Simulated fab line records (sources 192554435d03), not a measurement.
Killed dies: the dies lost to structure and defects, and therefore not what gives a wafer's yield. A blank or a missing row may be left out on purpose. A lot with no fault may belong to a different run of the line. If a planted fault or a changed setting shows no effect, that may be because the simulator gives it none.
fab line records	flow n5-finfet
record: lots: 5	wafers: 15	last-day: 16
route steps=1938 shown WELL_APT@50 PMOS_HMC_CHANNEL_EPI@57 BEOL_M4@1111
lots that met no fault: from a run of the same line without faults
start-h: hours from the record's first day to the start of the lot's first wafer shown	wait-h: hours since the lot's step before	" repeats the value in the row above	L1.1+2: a single row standing in for several wafers	- value missing, or start not given	* or withheld: withheld	< > ~ a bound
route shown NAME@n: NAME is a module with steps in the file, n the number in the route of the first one	usual: mean/standard deviation of fault-free wafers	same: alike in all rows	chamber/n: place in a boat	sites: per-site readings	_std_site: standard deviation across them	_edge_site: the outer-site mean with the inner-site mean subtracted	radius-mm: for every site, how far away it sits from the centre of the wafer	mask NAME#n: copy n	behind: tool/chamber where the wafer was last shaped	hold: why the lot was held/for how many hours/how that ended	device: which transistor (n, p or np) failed to switch	end of line: the tests these same wafers got at the end of their route	where a step has no rows: the recipe by itself	killed: at the first sort, the dies lost to defects and structure; wafer yield is something else	map: per-die view of a wafer (x killed, . not killed, _ where there is no die)
set.NAME: the run value of the setting; set.NAME@STEP: its run value at that earlier step	model.NAME: the simulator's own value behind a step, which no gauge read
a table for each step, a row for each wafer; lots at some steps of the route
services: when a tool's chamber went out of use (start-h, in hours from the record's first day, below 0 if earlier), for how many hours, and the reason
== steps ==
step: N5_WELL_APT_RTA_34
recipe: temp-c: 1000	time-s: 10	ambient: N2	idle-temp-c: 600	ramp-up-c-per-s: 150	ramp-down-c-per-s: 60	cool-to-c: 600
usual: lamp-power-pct: 13.00/0.055	lamp_zone_2_pct: 12.99/0.031	wafer_temp_C_max: 1003.7/1
lot.wafer	tool	chamber	start-h	wait-h	lamp-power-pct	lamp_zone_2_pct	wafer_temp_C_max
L433.1	rtp-anneal-02	0	69.87	0.0	13.07	12.98	1003.6
L433.3	"	0	"	"	12.97	13.02	1002.3
L433.6	"	0	"	"	12.98	12.93	1002.5
L434.1	rtp-anneal-02	0	75.93	0.1	13.01	12.97	1004.8
L434.3	"	0	"	"	13.00	12.98	1003.6
L434.4	"	0	"	"	12.90	12.98	1003.7
L439.2	rtp-anneal-01	0	106.25	0.2	12.94	12.96	1002.3
L439.5	"	0	"	"	13.02	13.01	1004.0
L439.6	"	0	"	"	13.06	12.96	1003.8
L442.1	rtp-anneal-01	0	124.11	0.0	12.93	12.99	1003.1
L442.2	"	0	"	"	13.04	12.98	1003.4
L442.3	"	0	"	"	13.00	13.04	1002.8
L444.2	rtp-anneal-02	0	136.67	0.2	13.07	12.98	1002.8
L444.3	"	0	"	"	12.94	12.96	1003.9
L444.5	"	0	"	"	13.08	13.00	1002.8
step: N5_WELL_APT_OXIDE_STRIP_42
recipe: chemistry: dHF	dilution: 25:1	time-s: 45	temp-c: 25	target: SiO2	target-depth-a: 120
step: N5_WELL_APT_PRECLEAN_36
recipe: chemistry: O3/DIW	time-s: 45	temp-c: 22	o3-ppm: 10
step: N5_WELL_APT_PRECLEAN_39
recipe: chemistry: dHF	time-s: 60	dilution: 150:1	temp-c: 25
step: N5_WELL_APT_SRD_37
recipe: dry: ipa-marangoni	do-ppb: 5	time-s: 30	temp-c: 23	rinse-liquid: diw
step: N5_WELL_APT_EPI_41
recipe: material: Si	target-thk-a: 500	temp-c: 650	precursor: SiH4/H2	pressure-torr: 20	time-s: 297.7
usual: throttle-valve-pct: 11.02/0.22
lot.wafer	tool	chamber	start-h	wait-h	throttle-valve-pct
L433.1	epi-rpcvd-01	0	70.11	0.0	10.60
L433.3	"	0	"	"	10.91
L433.6	"	0	"	"	10.36
L434.1	epi-rpcvd-02	0	76.17	0.0	11.27
L434.3	"	0	"	"	10.97
L434.4	"	0	"	"	11.04
L439.2	epi-rpcvd-03	0	106.57	0.1	10.82
L439.5	"	0	"	"	11.35
L439.6	"	0	"	"	11.14
L442.1	epi-rpcvd-01	0	124.36	0.0	10.90
L442.2	"	0	"	"	10.78
L442.3	"	0	"	"	10.81
L444.2	epi-rpcvd-02	0	137.07	0.2	11.10
L444.3	"	0	"	"	11.26
L444.5	"	0	"	"	11.38
step: N5_WELL_APT_INSPECT_38
recipe: inspect-instrument: darkfield	mode: post-epi
usual: raw-defect-count: 12/4.5
lot.wafer	tool	chamber	start-h	wait-h	raw-defect-count
L433.1	defect-inspect-02	-	70.95	0.7	12
L433.3	"	-	"	"	10
L433.6	"	-	"	"	17
L434.1	defect-inspect-02	-	77.01	0.7	8
L434.3	"	-	"	"	8
L434.4	"	-	"	"	9
L439.2	defect-inspect-02	-	107.11	0.4	10
L439.5	"	-	"	"	12
L439.6	"	-	"	"	14
L442.1	defect-inspect-02	-	125.20	0.7	12
L442.2	"	-	"	"	6
L442.3	"	-	"	"	6
L444.2	defect-inspect-01	-	137.99	0.7	21
L444.3	"	-	"	"	7
L444.5	"	-	"	"	11
step: N5_PMOS_HMC_CHANNEL_EPI_HM_DEP_34
recipe: material: SiO2	target-thk-a: 360	temp-c: 400	precursor: TEOS/O2	pressure-torr: 6.5	rf-w: 900	teos-flow-sccm: 161.4	gas: O2	flow-sccm: 2650	time-s: 6.9
step: N5_PMOS_HMC_CHANNEL_EPI_COAT_31
recipe: resist: BARC	temp-c: 205	time-s: 60	spin-rpm: 1500	resist-thk-nm: 66
step: N5_PMOS_HMC_CHANNEL_EPI_COAT_03
recipe: resist: CAR-ArF-block	spin-rpm: 1500	resist-thk-nm: 205
step: N5_PMOS_HMC_CHANNEL_EPI_EBR_05
recipe: solvent: PGMEA	ebr-width-mm: 1.5
step: N5_PMOS_HMC_CHANNEL_EPI_SOFTBAKE_04
recipe: temp-c: 110	time-s: 60	resist: CAR-ArF-block
step: N5_PMOS_HMC_CHANNEL_EPI_EXPOSE_06
recipe: mask-id: PMOS_HMC_BLK	na: 1.35	source-shape: conventional	sigma-outer: 0.8	polarization: unpolarized	target-cd-nm: 240	dose-mj: 41
usual: exposure-dose-mJ-cm2: 41.15/0.22
lot.wafer	tool	chamber	start-h	wait-h	mask	exposure-dose-mJ-cm2
L433.1	arfi-scanner-01	0	71.26	-	PMOS_HMC_BLK#0	41.47
L433.3	"	0	"	"	PMOS_HMC_BLK#0	41.52
L433.6	"	0	"	"	PMOS_HMC_BLK#0	41.48
L434.1	arfi-scanner-01	0	77.20	-	PMOS_HMC_BLK#0	40.55
L434.3	"	0	"	"	PMOS_HMC_BLK#0	40.61
L434.4	"	0	"	"	PMOS_HMC_BLK#0	40.54
L439.2	arfi-scanner-02	0	107.43	-	PMOS_HMC_BLK#0	41.00
L439.5	"	0	"	"	PMOS_HMC_BLK#0	41.01
L439.6	"	0	"	"	PMOS_HMC_BLK#0	40.99
L442.1	arfi-scanner-03	0	125.51	-	PMOS_HMC_BLK#0	40.90
L442.2	"	0	"	"	PMOS_HMC_BLK#0	40.93
L442.3	"	0	"	"	PMOS_HMC_BLK#0	40.95
L444.2	arfi-scanner-03	0	138.32	-	PMOS_HMC_BLK#0	41.01
L444.3	"	0	"	"	PMOS_HMC_BLK#0	41.03
L444.5	"	0	"	"	PMOS_HMC_BLK#0	40.96
step: N5_PMOS_HMC_CHANNEL_EPI_PEB_07
recipe: peb-temp-c: 110	peb-time-s: 60	resist: CAR-ArF-block
step: N5_PMOS_HMC_CHANNEL_EPI_DEVELOP_08
recipe: develop-time-s: 30	developer: TMAH	resist: CAR-ArF-block	dev-temp-c: 23	rinse-liquid: diw	dry: air-spin
step: N5_PMOS_HMC_CHANNEL_EPI_CD_MEAS_09
recipe: target-cd-nm: 237.4	landing-energy-ev: 500	detector: se-inlens
usual: cd-nm: 237.4/0.89
lot.wafer	tool	chamber	start-h	wait-h	cd-nm
L433.1	cd-sem-02	0	71.39	-	237.0
L433.3	"	0	"	"	237.5
L433.6	"	0	"	"	237.5
L434.1	cd-sem-03	0	77.32	-	234.7
L434.3	"	0	"	"	235.6
L434.4	"	0	"	"	234.2
L439.2	cd-sem-02	0	107.55	-	236.1
L439.5	"	0	"	"	237.1
L439.6	"	0	"	"	235.8
L442.1	cd-sem-02	0	125.64	-	236.0
L442.2	"	0	"	"	237.7
L442.3	"	0	"	"	237.0
L444.2	cd-sem-01	0	138.43	-	236.5
L444.3	"	0	"	"	236.5
L444.5	"	0	"	"	236.6
step: N5_PMOS_HMC_CHANNEL_EPI_OVL_MEAS_10
recipe: points-per-wafer: 44
usual: PMOS_HMC_BLK_OVL: -0.3/0.66
lot.wafer	tool	chamber	start-h	wait-h	PMOS_HMC_BLK_OVL[nm]
L433.1	overlay-02	0	71.42	0.0	-0.6
L433.3	"	0	"	"	0.0
L433.6	"	0	"	"	-0.5
L434.1	overlay-02	0	77.35	0.0	-0.3
L434.3	"	0	"	"	0.5
L434.4	"	0	"	"	-0.2
L439.2	overlay-02	0	107.58	0.0	-0.4
L439.5	"	0	"	"	0.6
L439.6	"	0	"	"	-1.0
L442.1	overlay-02	0	125.67	0.0	-0.7
L442.2	"	0	"	"	-1.2
L442.3	"	0	"	"	-1.4
L444.2	overlay-02	0	138.46	0.0	0.2
L444.3	"	0	"	"	0.3
L444.5	"	0	"	"	-0.4
step: N5_PMOS_HMC_CHANNEL_EPI_INSPECT_11
recipe: mode: adi	inspect-instrument: macro
usual: raw-defect-count: 1.9/1.4
lot.wafer	tool	chamber	start-h	wait-h	raw-defect-count
L433.1	defect-inspect-01	-	71.44	0.0	3
L433.3	"	-	"	"	5
L433.6	"	-	"	"	1
L434.1	defect-inspect-02	-	77.38	0.0	3
L434.3	"	-	"	"	4
L434.4	"	-	"	"	4
L439.2	defect-inspect-01	-	107.60	0.0	2
L439.5	"	-	"	"	1
L439.6	"	-	"	"	4
L442.1	defect-inspect-01	-	125.69	0.0	1
L442.2	"	-	"	"	1
L442.3	"	-	"	"	2
L444.2	defect-inspect-02	-	138.49	0.0	3
L444.3	"	-	"	"	2
L444.5	"	-	"	"	1
step: N5_PMOS_HMC_CHANNEL_EPI_DESCUM_14
recipe: chemistry: O2	time-s: 7.9	source-power-w: 50	bias-power-w: 20	pressure-mtorr: 20	rf-frequency-hz: 2.712e+07	temp-c: 40	resist: CAR-ArF-block	o2-flow-sccm: 225
usual: chamber-pressure-mTorr: 19.998/0.02	drypump-motor-current-A: 5.6/0.47	oes-product-au: 0.79/0.063	rf-vpp-V: 243.7/1.6	showerhead-plenum-p-Torr: 2.12/0.084	temp-c: 40.00/0.11	throttle-valve-pct: 20.45/0.22
lot.wafer	tool	chamber	start-h	wait-h	chamber-pressure-mTorr	drypump-motor-current-A	oes-product-au	rf-hours-counter-h	rf-vpp-V	showerhead-plenum-p-Torr	temp-c	throttle-valve-pct	model.PMOS_HMC_CHANNEL_EPI.cd-nm
L433.1	rie-diel-03	1	71.48	0.0	19.976	5.2	0.77	121	244.0	2.11	40.00	20.66	237.1
L433.3	"	3	"	"	20.003	5.8	0.81	75	244.4	2.20	39.96	20.44	237.6
L433.6	"	0	"	"	20.003	5.3	0.76	-	244.0	2.09	40.03	20.61	237.4
L434.1	rie-diel-03	3	77.57	0.2	20.021	5.9	0.81	76	245.2	2.20	39.90	20.45	234.6
L434.3	"	2	"	"	19.987	6.4	0.77	127	243.3	2.18	39.96	20.13	235.4
L434.4	"	0	"	"	19.988	5.3	0.77	146	243.8	2.09	40.03	20.60	234
L439.2	rie-diel-03	3	107.64	0.0	20.035	5.8	0.80	86	245.3	2.20	39.89	20.45	235.8
L439.5	"	3	"	"	20.019	5.8	0.79	-	243.9	2.20	39.91	20.45	237.1
L439.6	"	2	"	"	20.033	6.5	0.76	-	245.9	2.17	39.75	20.14	236
L442.1	rie-diel-03	0	125.76	0.1	19.951	5.3	0.75	162	243.4	2.09	40.08	20.65	235.8
L442.2	"	1	"	"	19.986	5.2	0.75	138	244.4	2.10	39.93	20.70	237.4
L442.3	"	2	"	"	19.987	6.5	0.75	142	244.7	2.17	40.00	20.15	237
L444.2	rie-diel-03	0	138.52	0.0	20.040	5.3	0.74	167	243.4	2.08	40.17	20.64	236.3
L444.3	"	3	"	"	20.009	5.8	0.77	96	244.4	2.20	39.93	20.47	236.3
L444.5	"	3	"	"	19.993	5.8	0.79	-	245.9	2.20	40.09	20.47	236.6
step: N5_PMOS_HMC_CHANNEL_EPI_ETCH_32
recipe: chemistry: N2/H2	target: BARC	stop-on: SiO2	target-depth-a: 858	over-etch-frac: 0.3	time-s: 50.3	ion-energy-ev: 200	mask-material: CAR-ArF-block	pressure-mtorr: 30	source-w: 840	bias-w: 150	n2-flow-sccm: 200	h2-flow-sccm: 200
usual: chamber-pressure-mTorr: 30.000/0.029	drypump-motor-current-A: 5.6/0.47	oes-product-au: 0.68/0.053	rf-vpp-V: 525.1/3	showerhead-plenum-p-Torr: 2.59/0.11	throttle-valve-pct: 17.92/0.21
lot.wafer	tool	chamber	start-h	wait-h	chamber-pressure-mTorr	drypump-motor-current-A	oes-product-au	rf-hours-counter-h	rf-vpp-V	showerhead-plenum-p-Torr	throttle-valve-pct
L433.1	rie-diel-03	1	71.51	0.0	30.017	5.2	0.66	121	523.5	2.55	18.10
L433.3	"	3	"	"	29.997	5.9	0.70	75	528.2	2.69	17.90
L433.6	"	0	"	"	29.988	5.4	0.66	-	526.0	2.53	17.97
L434.1	rie-diel-03	3	77.61	0.0	29.955	5.9	0.69	76	526.3	2.69	17.92
L434.3	"	2	"	"	29.996	6.5	0.66	127	527.8	2.67	17.71
L434.4	"	0	"	"	30.017	5.4	0.65	146	523.2	2.53	18.00
L439.2	rie-diel-03	3	107.67	0.0	29.986	5.8	0.68	86	526.9	2.68	17.93
L439.5	"	3	"	"	30.029	5.9	0.68	-	527.0	2.68	17.94
L439.6	"	2	"	"	29.979	6.4	0.66	-	527.6	2.66	17.75
L442.1	rie-diel-03	0	125.79	0.0	29.983	5.3	0.64	162	523.1	2.53	18.03
L442.2	"	1	"	"	30.057	5.2	0.64	138	524.1	2.54	18.08
L442.3	"	2	"	"	29.964	6.4	0.65	142	526.4	2.66	17.75
L444.2	rie-diel-03	0	138.56	0.0	29.996	5.3	0.64	167	524.2	2.52	18.02
L444.3	"	3	"	"	29.991	5.8	0.67	96	528.4	2.68	17.95
L444.5	"	3	"	"	29.992	5.9	0.67	-	528.6	2.68	17.94
step: N5_PMOS_HMC_CHANNEL_EPI_HM_OPEN_15
recipe: chemistry: CHF3/O2	target: SiO2	mask-material: CAR-ArF-block	target-depth-a: 406	CHF3_flow_sccm: 50	O2_flow_sccm: 5	Ar_flow_sccm: 200	time-s: 20.3	pressure-mtorr: 30	source-w: 650	bias-w: 170	ion-energy-ev: 200
usual: chamber-pressure-mTorr: 29.99/0.036	drypump-motor-current-A: 5.6/0.47	oes-product-au: 0.79/0.063	rf-vpp-V: 523/11	showerhead-plenum-p-Torr: 2.46/0.093	throttle-valve-pct: 18.98/0.19
lot.wafer	tool	chamber	start-h	wait-h	chamber-pressure-mTorr	drypump-motor-current-A	oes-product-au	rf-hours-counter-h	rf-vpp-V	showerhead-plenum-p-Torr	throttle-valve-pct
L433.1	rie-diel-03	1	71.55	0.0	29.98	5.2	0.77	122	506	2.42	19.10
L433.3	"	3	"	"	30.01	5.9	0.81	75	538	2.53	18.87
L433.6	"	0	"	"	30.01	5.3	0.76	-	509	2.42	19.18
L434.1	rie-diel-03	3	77.65	0.0	29.94	5.8	0.81	76	538	2.53	18.90
L434.3	"	2	"	"	30.01	6.5	0.77	127	540	2.52	18.69
L434.4	"	0	"	"	29.99	5.3	0.76	146	510	2.42	19.17
L439.2	rie-diel-03	3	107.71	0.0	29.97	5.8	0.79	86	537	2.53	18.89
L439.5	"	3	"	"	29.98	5.8	0.79	-	537	2.53	18.89
L439.6	"	2	"	"	30.01	6.4	0.77	-	540	2.51	18.71
L442.1	rie-diel-03	0	125.84	0.0	30.00	5.3	0.75	162	509	2.41	19.19
L442.2	"	1	"	"	29.96	5.2	0.75	138	505	2.42	19.12
L442.3	"	2	"	"	29.98	6.4	0.75	142	539	2.51	18.73
L444.2	rie-diel-03	0	138.60	0.0	30.00	5.3	0.74	167	510	2.41	19.20
L444.3	"	3	"	"	29.99	5.8	0.78	96	537	2.52	18.92
L444.5	"	3	"	"	30.03	5.9	0.78	-	537	2.52	18.91
step: N5_PMOS_HMC_CHANNEL_EPI_STRIP_33
recipe: chemistry: N2/H2	power-w: 500	temp-c: 40	pressure-mtorr: 50	rf-frequency-hz: 6e+07	overash-fraction: 0.3	bias-power-w: 8	h2-frac: 0.5	n2-flow-sccm: 300	h2-flow-sccm: 300
usual: chamber-pressure-mTorr: 50.00/0.1	drypump-motor-current-A: 5.6/0.48	oes-product-au: 0.79/0.062	rf-vpp-V: 54.5/1.6	showerhead-plenum-p-Torr: 3.41/0.14	temp-c: 39.99/0.12	throttle-valve-pct: 18.94/0.29
lot.wafer	tool	chamber	start-h	wait-h	chamber-pressure-mTorr	drypump-motor-current-A	oes-product-au	rf-hours-counter-h	rf-vpp-V	showerhead-plenum-p-Torr	temp-c	throttle-valve-pct
L433.1	rie-diel-03	1	71.61	0.0	49.90	5.2	0.77	122	53.7	3.36	40.11	19.27
L433.3	"	3	"	"	49.98	5.9	0.81	75	53.5	3.54	40.06	18.81
L433.6	"	0	"	"	49.98	5.3	0.76	-	56.1	3.35	40.06	18.88
L434.1	rie-diel-03	3	77.70	0.0	50.07	5.8	0.81	76	53.9	3.54	39.72	18.81
L434.3	"	2	"	"	49.93	6.5	0.77	127	55.1	3.52	39.96	18.76
L434.4	"	0	"	"	49.99	5.3	0.75	146	52.7	3.35	40.12	18.87
L439.2	rie-diel-03	3	107.77	0.0	50.02	5.9	0.80	86	52.6	3.54	40.06	18.85
L439.5	"	3	"	"	50.04	5.8	0.79	-	49.5	3.54	40.02	18.84
L439.6	"	2	"	"	50.10	6.4	0.77	-	54.8	3.51	40.05	18.76
L442.1	rie-diel-03	0	125.89	0.0	50.00	5.3	0.74	162	55.0	3.34	39.95	18.92
L442.2	"	1	"	"	50.01	5.2	0.76	138	54.2	3.35	39.75	19.27
L442.3	"	2	"	"	49.99	6.4	0.75	142	55.2	3.51	39.98	18.78
L444.2	rie-diel-03	0	138.65	0.0	49.91	5.4	0.74	167	56.1	3.34	40.22	18.92
L444.3	"	3	"	"	49.85	5.9	0.79	96	54.1	3.53	39.97	18.86
L444.5	"	3	"	"	49.81	5.9	0.79	-	51.2	3.53	39.92	18.82
step: N5_PMOS_HMC_CHANNEL_EPI_STRIP_17
recipe: chemistry: SPM	time-s: 750	temp-c: 130	h2so4-h2o2-vol-ratio: 4	dry: ipa-marangoni
step: N5_PMOS_HMC_CHANNEL_EPI_ETCH_38
recipe: chemistry: CF4	target: SiO2	target-depth-a: 15	ion-energy-ev: 350	pressure-mtorr: 10	icp-w: 800	bias-w: 400	cf4-flow-sccm: 80
step: N5_PMOS_HMC_CHANNEL_EPI_FIN_RECESS_16
recipe: chemistry: HBr/Cl2	target: Si	mask-material: SiO2	target-depth-a: 540	time-s: 18	pressure-mtorr: 10	icp-w: 800	bias-w: 75	HBr_flow_sccm: 150	Cl2_flow_sccm: 80
usual: chamber-pressure-mTorr: 10.000/0.0097	drypump-motor-current-A: 5.6/0.43	he-backside-leak-sccm: 2.71/0.24	oes-product-au: 1.001/0.018	throttle-valve-pct: 35.4/0.42
lot.wafer	tool	chamber	start-h	wait-h	chamber-pressure-mTorr	drypump-motor-current-A	he-backside-leak-sccm	oes-product-au	rf-hours-counter-h	throttle-valve-pct	model.PMOS_HMC_CHANNEL_EPI.cd-nm
L433.1	rie-si-04	3	71.93	0.0	9.994	5.6	2.65	1.013	113	35.4	240.6
L433.3	"	1	"	"	9.995	6.2	2.21	1.017	67	35.6	240.6
L433.6	"	0	"	"	10.011	5.8	2.92	1.013	-	35.1	239.2
L434.1	rie-si-02	3	78.03	0.0	9.991	5.6	2.60	1.007	24	35.5	237.1
L434.3	"	2	"	"	9.997	6.2	2.49	0.989	44	35.5	237.6
L434.4	"	0	"	"	9.985	5.5	3.01	0.978	-	35.5	235.7
L439.2	rie-si-01	1	108.10	0.0	9.990	5.3	2.65	0.970	79	36.0	237.6
L439.5	"	0	"	"	9.993	4.9	2.53	1.001	-	36.5	239
L439.6	"	3	"	"	10.000	5.3	2.97	1.000	-	35.1	237.9
L442.1	rie-si-04	0	126.22	0.0	9.998	5.8	2.90	1.015	170	35.1	237.9
L442.2	"	3	"	"	9.997	5.6	2.58	1.015	114	35.4	239
L442.3	"	1	"	"	9.996	6.2	2.45	1.024	68	35.6	238.8
L444.2	rie-si-01	2	138.98	0.0	9.995	4.8	3.01	1.026	48	35.4	237.9
L444.3	"	1	"	"	10.012	5.3	2.51	0.980	79	36.0	238
L444.5	"	2	"	"	9.987	4.8	3.18	1.024	-	35.4	238.4
step: N5_PMOS_HMC_CHANNEL_EPI_PRECLEAN_36
recipe: chemistry: O3/DIW	time-s: 45	temp-c: 22	o3-ppm: 10
step: N5_BEOL_M4_RC_MEAS_101
usual: DIBL_N: 35.9/1.9	DIBL_P: 35.8/2.4	IOFF_N: 0.15/0.031	IOFF_P: 0.21/0.037	ION_N: 672/13	ION_P: 462/8.3	SS_N: 71.5/0.72	SS_P: 73.2/0.67	VT_N: 250/3.4	VT_P: -250/3.4
lot.wafer	tool	chamber	start-h	wait-h	DIBL_N[mV/V]	DIBL_P[mV/V]	IOFF_N[nA/um]	IOFF_P[nA/um]	ION_N[uA/um]	ION_P[uA/um]	SS_N[mV/dec]	SS_P[mV/dec]	VT_N[mV]	VT_P[mV]
L433.1	prober-02	0	220.45	0.0	37.5	36.5	0.15	0.21	667	460	71.7	73.7	253	-251
L433.3	"	0	"	"	34.5	33.5	0.11	0.18	659	462	70.8	72.1	256	-251
L433.6	"	0	"	"	36.7	35.5	0.14	0.20	666	460	71.6	72.9	251	-251
L434.1	prober-01	0	225.61	0.0	34.0	34.9	0.12	0.18	662	458	70.9	72.8	252	-252
L434.3	"	0	"	"	35.9	34.7	0.14	0.17	649	443	72.2	73.1	252	-254
L434.4	"	0	"	"	37.3	38.4	0.19	0.23	693	468	71.4	73.0	244	-248
L439.2	prober-01	0	256.32	0.2	36.8	38.0	0.19	0.25	689	482	71.8	73.1	247	-244
L439.5	"	0	"	"	37.3	39.0	0.20	0.25	692	471	71.9	74.5	244	-247
L439.6	"	0	"	"	37.6	39.7	0.21	0.28	685	469	72.6	73.5	245	-243
L442.1	prober-01	0	286.81	0.0	36.6	36.6	0.16	0.20	692	476	71.8	73.1	249	-251
L442.2	"	0	"	"	39.5	39.0	0.20	0.24	691	469	72.5	74.2	249	-248
L442.3	"	0	"	"	37.1	36.9	0.15	0.21	673	461	71.7	73.8	251	-250
L444.2	prober-01	0	295.96	0.2	35.3	34.8	0.16	0.20	683	466	70.5	72.8	247	-248
L444.3	"	0	"	"	32.0	31.7	0.10	0.16	664	462	69.9	71.9	256	-253
L444.5	"	0	"	"	33.2	32.1	0.12	0.17	672	469	69.5	72.0	253	-249
== services ==
tool	chamber	start-h	hours	kind
arfi-scanner-03	-	54.05	1.0	pm
rie-diel-03	-	55.82	1.1	repair
rie-diel-03	1	58.99	5.7	repair
arfi-scanner-01	-	65.50	3.1	pm
rie-si-01	3	66.08	0.9	repair
rie-si-02	1	67.10	-	clean
rie-si-02	1	67.10	20.5	scheduled-down
rie-si-02	1	67.10	20.5	vent-cycle
arfi-scanner-01	-	71.91	0.8	pm
arfi-scanner-02	-	78.91	11.0	repair
arfi-scanner-01	0	79.18	-	calibration
rie-si-01	-	83.58	0.3	repair
arfi-scanner-01	-	88.39	1.5	repair
arfi-scanner-02	-	104.66	1.3	pm
rie-si-02	2	112.41	5.3	repair
rie-si-02	0	115.30	3.1	repair
arfi-scanner-02	-	121.20	0.8	pm
rie-si-04	3	131.12	3.7	repair
rie-si-04	1	137.08	5.5	repair
rie-diel-03	-	138.91	0.2	repair
== key ==
first-sign: step: N5_PMOS_HMC_CHANNEL_EPI_EXPOSE_06	reading: exposure-dose-mJ-cm2	direction: down	sigmas: 2.6	usual: 41.15	struck: 40.57
effect none on later readings
model-effect: step: N5_PMOS_HMC_CHANNEL_EPI_DESCUM_14	value: PMOS_HMC_CHANNEL_EPI.cd-nm	without: 236.4	struck: 234.7
model-effect: step: N5_PMOS_HMC_CHANNEL_EPI_FIN_RECESS_16	value: PMOS_HMC_CHANNEL_EPI.cd-nm	without: 238.6	struck: 236.8
met-at N5_PMOS_HMC_CHANNEL_EPI_EXPOSE_06
struck-wafers L434.1,L434.3,L434.4
onset-between 71.26 77.20
fault: kind: process-parameter-drift	tool: arfi-scanner-01	chamber: -	onset-h: 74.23	steps: N5_PMOS_HMC_CHANNEL_EPI_EXPOSE_06	channel: dose-mj	offset: -0.91335	shape: step	acts-in: these-recipes-only	stated: 41
